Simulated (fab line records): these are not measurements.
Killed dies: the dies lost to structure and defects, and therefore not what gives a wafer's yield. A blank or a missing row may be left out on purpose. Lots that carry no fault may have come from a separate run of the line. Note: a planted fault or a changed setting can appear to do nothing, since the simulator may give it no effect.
Split-lot trial ; flow n5 finfet ; on a route of 1938 steps: 7 lots, 39 wafers read

## THE SPLIT
At N5_SD_EPI_N_EPI_21 (deposits Si:P, time 690 s), the setting epi growth time s was moved away from the recipe's 690 s on 15 of the 39 wafers read, by -9.8% to +6.2%. All remaining wafers had this setting at the recipe value.

## FROM THE SPLIT TO THE READING: what the file shows between them, 6 steps
- N5_SD_EPI_N_PRECLEAN_24: cleans in O3/DIW, time 60 s
- N5_SD_EPI_P_ETCH_37: etches SOC in N2/H2, overetch 108 nm, time 486 s (also split here: source w)
- N5_SD_EPI_P_STRIP_38: strips in N2/H2
- N5_SD_EPI_P_ETCHBACK_46: etches SiNx in CH3F/O2, stops on SiO2, target depth 17.5 nm
- N5_SD_ACTIVATION_RTA_00: time 0 s
- N5_SD_ACTIVATION_LSA_01: time 0.0008 s

## THE READING
Measured at N5_SD_ACTIVATION_RS_MEAS_03 by four-point probe: RS_SD_N, in ohm/sq. Fault-free wafers of this fab line usually give 21.86 ohm/sq, standard deviation 0.25 ohm/sq.

wafer;tool, chamber at the split;epi growth time s as run, s;against the recipe;RS_SD_N, ohm/sq;against lot-mates on the recipe
L078.1;epi rpcvd-01, 0;690;recipe;21.80;-
L078.2;epi rpcvd-01, 0;732.9;+6.2%;20.76;-0.97
L078.3;epi rpcvd-01, 0;690;recipe;21.67;-
L078.4;epi rpcvd-01, 0;690;recipe;21.72;-
L078.5;epi rpcvd-01, 0;732.9;+6.2%;20.73;-1.00
L078.6;epi rpcvd-01, 0;732.9;+6.2%;20.60;-1.13
L079.1;epi rpcvd-04, 0;690;recipe;21.29;-
L079.2;epi rpcvd-04, 0;664;-3.8%;22.16;+0.64
L079.3;epi rpcvd-04, 0;690;recipe;21.77;-
L079.4;epi rpcvd-04, 0;690;recipe;21.51;-
L079.5;epi rpcvd-04, 0;664;-3.8%;22.18;+0.66
L079.6;epi rpcvd-04, 0;664;-3.8%;22.27;+0.75
L081.1;epi rpcvd-03, 0;690;recipe;21.89;-
L081.2;epi rpcvd-03, 0;690;recipe;21.85;-
L081.3;epi rpcvd-03, 0;690;recipe;21.66;-
L082.1;epi rpcvd-03, 0;690;recipe;21.78;-
L082.2;epi rpcvd-03, 0;690;recipe;22.14;-
L082.3;epi rpcvd-03, 0;622.6;-9.8%;23.71;+1.81
L082.4;epi rpcvd-03, 0;622.6;-9.8%;23.69;+1.79
L082.5;epi rpcvd-03, 0;622.6;-9.8%;23.53;+1.63
L082.6;epi rpcvd-03, 0;690;recipe;21.77;-
L090.1;epi rpcvd-01, 0;690;recipe;21.81;-
L090.2;epi rpcvd-01, 0;690;recipe;21.63;-
L090.3;epi rpcvd-01, 0;629.7;-8.7%;23.11;+1.30
L090.4;epi rpcvd-01, 0;690;recipe;21.98;-
L090.5;epi rpcvd-01, 0;629.7;-8.7%;22.89;+1.08
L090.6;epi rpcvd-01, 0;629.7;-8.7%;22.92;+1.11
L094.1;epi rpcvd-03, 0;661.1;-4.2%;22.67;+0.77
L094.2;epi rpcvd-03, 0;690;recipe;22.18;-
L094.3;epi rpcvd-03, 0;661.1;-4.2%;22.53;+0.63
L094.4;epi rpcvd-03, 0;661.1;-4.2%;22.55;+0.65
L094.5;epi rpcvd-03, 0;690;recipe;22.03;-
L094.6;epi rpcvd-03, 0;690;recipe;21.50;-
L096.1;epi rpcvd-01, 0;690;recipe;21.63;-
L096.2;epi rpcvd-01, 0;690;recipe;21.86;-
L096.3;epi rpcvd-01, 0;690;recipe;22.03;-
L096.4;epi rpcvd-01, 0;690;recipe;22.05;-
L096.5;epi rpcvd-01, 0;690;recipe;21.88;-
L096.6;epi rpcvd-01, 0;690;recipe;22.00;-

THE FIT
A straight line over all 39 wafers: RS_SD_N changes by -0.166 ohm/sq for each +1% of epi growth time s; r = -0.95; the points scatter about the line by 0.21 ohm/sq.
The same after taking each lot's own level away (the mean of its wafers on the recipe; 39 wafers): -0.162 ohm/sq for each +1%; r = -0.97; scatter 0.17 ohm/sq.
That fit puts the effect of the largest move of epi growth time s on the reading at 1.6 ohm/sq.
From 21.523 to 21.908 ohm/sq: that is the span of the lots' own levels, equal to 1.5 times the standard deviation above.
Hence the lot-to-lot level has little effect on the slope; both slopes agree.
Check: +1.54 ohm/sq against its lot-mates is what the line predicts for one of the wafers moved furthest among these (-9.8%) when that wafer is left out of the fit. It came out at +1.81 ohm/sq against them.

## THESE WAFERS: OTHER SPLITS
These wafers also went through other splits before the reading. Each is held against what the fit with the lots' levels taken away leaves over:
other split on the same wafers;wafers away from the commonest value;r with RS_SD_N (lot level and that fit taken away)
N5_DUMMY_GATE_ETCH_32 time s;15;-0.09
N5_SD_EPI_P_ETCH_37 source w;18;-0.15

## THE WHOLE CHAIN: every reading that the file lists as answering this split, in the file's order
step;what it does;reading;change (the file's fit);r (the file's)
N5_SD_EPI_N_EPI_21;deposits Si:P, time 690 s;Si-P_of_SD_EPI_N_EPI_21.thk nm (the simulator's own value, which no gauge read);+0.417 nm for each +1% of the setting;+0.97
N5_SD_EPI_N_PRECLEAN_24;cleans in O3/DIW, time 60 s;Si-P_of_SD_EPI_N_EPI_21.thk nm (the simulator's own value, which no gauge read);+0.415 nm for each +1% of the setting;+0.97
N5_SD_ACTIVATION_RS_MEAS_03;measures by four-point-probe;RS_SD_N;-0.161 for each +1% of the setting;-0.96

## THE FILE'S OWN FIT
RS_SD_N changes by -0.161 ohm/sq for each +1% of epi growth time s, r = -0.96.
